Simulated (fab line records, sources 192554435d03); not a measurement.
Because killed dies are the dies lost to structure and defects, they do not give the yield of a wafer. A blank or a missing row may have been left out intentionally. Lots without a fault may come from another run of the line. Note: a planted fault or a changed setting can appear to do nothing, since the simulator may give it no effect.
Struck lot and sound lot, side by side :: flow n5 finfet :: 15 out of 1938 route steps
Sound: wafers L448.2, L448.5, L448.6. Struck: wafer L438.2. (L438.1, L438.5 of the same lot were not struck and are left out.) The cause comes at the end.
Each step with rows lists, per side, the tool, then ch with its chambers, then its first start. Under that, the readings that differ: sound wafers :: struck wafers :: difference of the means :: sigmas: that difference in standard deviations of wafers without a fault.
alike: readings with means less than 2 such deviations apart, plus words and numbers identical on both sides. not compared: withheld readings, readings lacking a value on some wafer, bounds such as >300 that could conceal the same value, and numbers that have no deviation in the record and whose values overlap.
A row with sigmas, a row that says differs or no value, or rows on one side alone: a step with any of these is where the two part. Numbers that don't overlap but have no deviation are shown without sigmas and don't part them. Lack of a reading on every wafer of one side parts them only where that side has two or more wafers.

first, 4 steps without rows for these wafers: N5_HKMG_FIN_STRIP_89 (strips SOC in N2/H2, time 20 s); N5_HKMG_FIN_WET_ETCH_87 (etches TiN in SC1, time 154.2 s, target depth 4.7 nm, rinse time 30 s); N5_HKMG_FIN_STRIP_88 (strips in N2/H2, time 360 s); N5_HKMG_FIN_NWFM_ALD_20 (deposits TiAlC, target thk 2 nm, pulse time 3 s, purge time 2 s).
N5_HKMG_FIN_ALD_71: deposits TiN, target thk 1 nm, pulse time 1 s, purge time 3 s.
  sound on ald metal-02 ch 1,2,3, day 7 23:02; struck on ald metal-01 ch 1, day 5 13:08
  alike: heater power w, precursor pulse height rel
  not compared: ald cycles, since wet clean h
then, 2 steps without rows for these wafers: N5_HKMG_FIN_COAT_66 (time 60 s, resist thk 300 nm); N5_HKMG_FIN_ETCH_67 (etches SOC in N2/H2, stops on TiN, target depth 388.9 nm).
N5_HKMG_FIN_STRIP_90: strips SOC in N2/H2, time 20 s.
  sound on rie diel-02 ch 1,2, day 7 23:26; struck on rie diel-02 ch 3, day 5 13:32
  alike: drypump motor current A, h2 flow sccm, oes product au, rf vpp V, showerhead plenum p Torr, throttle valve pct
  not compared: rf hours counter h
then, 1 step without rows for these wafers: N5_HKMG_FIN_WET_ETCH_73 (etches the open film in SC1, time 42.3 s, target depth 1.3 nm, rinse time 30 s).
N5_HKMG_FIN_ETCHBACK_68: etches the open film in Cl2/Ar, stops on HfO2, target depth 0.5 nm.
  sound on rie metal-01 ch 0,1, day 7 23:36; struck on rie metal-01 ch 0, day 5 13:41
  alike: drypump motor current A, he backside leak sccm, oes product au, throttle valve pct
  not compared: rf hours counter h
N5_HKMG_FIN_STRIP_69: strips in N2/H2, time 360 s.
  sound on plasma asher-02 ch 0,1, day 7 23:44; struck on plasma asher-01 ch 0, day 5 13:51
  alike: drypump motor current A, h2 flow sccm, heater power w
  not compared: rf hours counter h
then, 1 step without rows for these wafers: N5_HKMG_FIN_ALD_21 (deposits TiN, target thk 1.5 nm, pulse time 1 s, purge time 3 s).
N5_HKMG_FIN_ALD_72: deposits W, target thk 2 nm, pulse time 1 s, purge time 2 s.
  sound on cvd w-01 ch 0,1, day 8 00:29; struck on cvd w-02 ch 0, day 5 14:35
reading: ald cycles
sound: 7 7 7
struck: 8
difference: +1
sigmas: 
  alike: heater power w, precursor pulse height rel
  not compared: since wet clean h
N5_HKMG_FIN_W_FILL_22: material W, target thk 60 nm, time 18.2 s.
  sound on cvd w-01 ch 0,1, day 8 00:33; struck on cvd w-02 ch 0, day 5 14:40
  alike: heater power w, throttle valve pct
  not compared: since wet clean h
-- a jump in the record: the struck wafers' starts before and after are 5 days apart (it breaks off in module HKMG_FIN and resumes in module BEOL_M4, where the first step shown is number 1111 of the route) --
N5_BEOL_M4_RC_MEAS_101:
  sound on prober-02 ch 0, day 13 18:16; struck on prober-02 ch 0, day 10 16:11
reading: DIBL_N (mV/V)
sound: 34.9 33.3 33.3
struck: 37.4
difference: +3.6
sigmas: +2
  alike: DIBL_P, IOFF_N, IOFF_P, ION_N, ION_P, SS_N, SS_P, VT_N, VT_P

WHERE THEY PART
At N5_BEOL_M4_RC_MEAS_101 and nowhere else, as far as this record goes.

WHY: whatever the simulator had introduced
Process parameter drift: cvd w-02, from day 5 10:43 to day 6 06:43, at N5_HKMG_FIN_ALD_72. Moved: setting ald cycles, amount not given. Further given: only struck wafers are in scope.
